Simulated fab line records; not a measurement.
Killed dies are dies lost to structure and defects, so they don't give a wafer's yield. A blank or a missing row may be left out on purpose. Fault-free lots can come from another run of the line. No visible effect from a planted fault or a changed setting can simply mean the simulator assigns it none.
Chamber matching | flow n5-finfet | N5_HKMG_FIN_ALD_36 on ald-metal-04 has 3 sister chambers
The step deposits TiN, target thk 1 nm, pulse time 1 s, purge time 3 s. 3 wafers are shown with their chamber, then 4 later ones without.

## WAFERS PAIRED WITH THEIR CHAMBERS
wafer  | chamber | heater-power-w (W)
L755.2 | 2       | 823
L761.1 | 1       | 807
L761.2 | 3       | 826

## WAFERS WITH NO CHAMBER GIVEN
wafer  | heater-power-w (W)
L763.1 | 844
L763.3 | 810
L763.4 | 813
L767.1 | 791

## THE CHAMBER EACH PASSED THROUGH
wafer  | from the rows above          | in truth
L763.1 | can't be placed: 3 or 2 or 1 | 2
L763.3 | can't be placed: 1 or 2 or 3 | 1
L763.4 | can't be placed: 1 or 2 or 3 | 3
L767.1 | can't be placed: 1 or 2 or 3 | 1
Correct placement for 0 of the 4. Unplaceable from these rows: 4, with the true chamber sitting among the candidates in 4. Wrongly placed: 0.
How it was worked out, from the rows above alone: a wafer's distance from a chamber is the root of the sum, over the readings, of the square of ((its reading less the chamber's mean) divided by the reading's scatter). The wafer belongs to the nearest chamber; if the next one is less than 2 further off, it can't be placed. A chamber's mean is the mean of its shown wafers. The scatter: with one shown wafer a chamber, the root of the mean of the squares of how far each hidden wafer lies from its nearest shown one.
